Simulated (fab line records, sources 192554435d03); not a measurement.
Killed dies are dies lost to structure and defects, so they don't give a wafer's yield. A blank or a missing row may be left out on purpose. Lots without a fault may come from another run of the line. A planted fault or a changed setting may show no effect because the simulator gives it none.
Chamber matching | flow n5_finfet | N5_DUMMY_REMOVAL_STRIP_10 on rie_diel-01: 4 sister chambers
The step strips in N2/H2, time 40 s. 24 wafers are shown with their chamber, then 12 later ones without.

WAFERS WITH THEIR CHAMBER
wafer  | chamber | showerhead_plenum_p_Torr (Torr) | drypump_motor_current_A (A) | throttle_valve_pct (%)
L074.1 | 1       | 3.24                            | 5.1                         | 12.37
L074.5 | 2       | 3.30                            | 5.5                         | 12.38
L074.6 | 3       | 3.43                            | 5.6                         | 12.21
L079.1 | 3       | 3.43                            | 5.6                         | 12.25
L079.3 | 0       | 3.19                            | 5.3                         | 12.55
L079.4 | 1       | 3.24                            | 5.1                         | 12.38
L083.3 | 1       | 3.23                            | 5.1                         | 12.40
L083.4 | 2       | 3.30                            | 5.5                         | 11.78
L083.5 | 1       | 3.23                            | 5.1                         | 12.41
L084.1 | 2       | 3.30                            | 5.4                         | 11.79
L084.4 | 1       | 3.23                            | 5.1                         | 12.41
L084.6 | 2       | 3.30                            | 5.4                         | 11.80
L086.1 | 2       | 3.29                            | 5.5                         | 11.81
L086.2 | 1       | 3.23                            | 5.1                         | 12.44
L086.3 | 0       | 3.18                            | 5.3                         | 12.60
L088.1 | 1       | 3.23                            | 5.1                         | 12.44
L088.3 | 3       | 3.42                            | 5.6                         | 11.62
L088.5 | 1       | 3.23                            | 5.1                         | 12.43
L089.2 | 2       | 3.29                            | 5.5                         | 11.81
L089.3 | 3       | 3.42                            | 5.6                         | 11.64
L089.6 | 1       | 3.22                            | 5.1                         | 12.43
L090.1 | 3       | 3.42                            | 5.6                         | 11.62
L090.2 | 2       | 3.29                            | 5.4                         | 11.83
L090.6 | 1       | 3.22                            | 5.1                         | 12.45

SIGNATURES (means of the wafers above)
reading                  | chamber 0 | chamber 1 | chamber 2 | chamber 3 | scatter within a chamber
showerhead_plenum_p_Torr | 3.1850    | 3.2300    | 3.2957    | 3.4240    | 0.00609
drypump_motor_current_A  | 5.300     | 5.100     | 5.457     | 5.600     | 0.0293
throttle_valve_pct       | 12.5750   | 12.4160   | 11.8857   | 11.8680   | 0.191
Rule: a wafer's distance from a chamber is the root of the sum, over the readings, of the square of ((its reading less the chamber's mean) divided by the reading's scatter). The wafer belongs to the nearest chamber; if the next one is less than 2 further off, it can't be placed. The scatter: the root of (the sum of the squares of (reading less its chamber's mean) over the shown wafers, divided by (wafers less chambers)).

WAFERS WITHOUT THEIR CHAMBER
wafer  | showerhead_plenum_p_Torr (Torr) | drypump_motor_current_A (A) | throttle_valve_pct (%)
L092.2 | 3.22                            | 5.1                         | 12.46
L092.4 | 3.22                            | 5.1                         | 12.47
L092.6 | 3.42                            | 5.6                         | 11.65
L094.2 | 3.29                            | 5.4                         | 11.85
L094.3 | 3.41                            | 5.6                         | 11.67
L094.5 | 3.58                            | 5.3                         | 11.93
L095.1 | 3.58                            | 5.4                         | 11.94
L095.2 | 3.41                            | 5.6                         | 11.67
L095.4 | 3.22                            | 5.1                         | 12.48
L097.1 | 3.41                            | 5.6                         | 11.67
L097.4 | 3.58                            | 5.4                         | 11.96
L097.5 | 3.28                            | 5.5                         | 11.86

WHICH CHAMBER EACH WENT THROUGH
wafer  | from the rows above | in truth
L092.2 | 1                   | 1
L092.4 | 1                   | 1
L092.6 | 3                   | 3
L094.2 | 2                   | 2
L094.3 | 3                   | 3
L094.5 | 3                   | 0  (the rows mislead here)
L095.1 | 3                   | 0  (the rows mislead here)
L095.2 | 3                   | 3
L095.4 | 1                   | 1
L097.1 | 3                   | 3
L097.4 | 3                   | 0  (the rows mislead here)
L097.5 | 2                   | 2
Placed correctly: 9 of 12. Can't be placed from these rows: 0. Placed wrongly: 3.
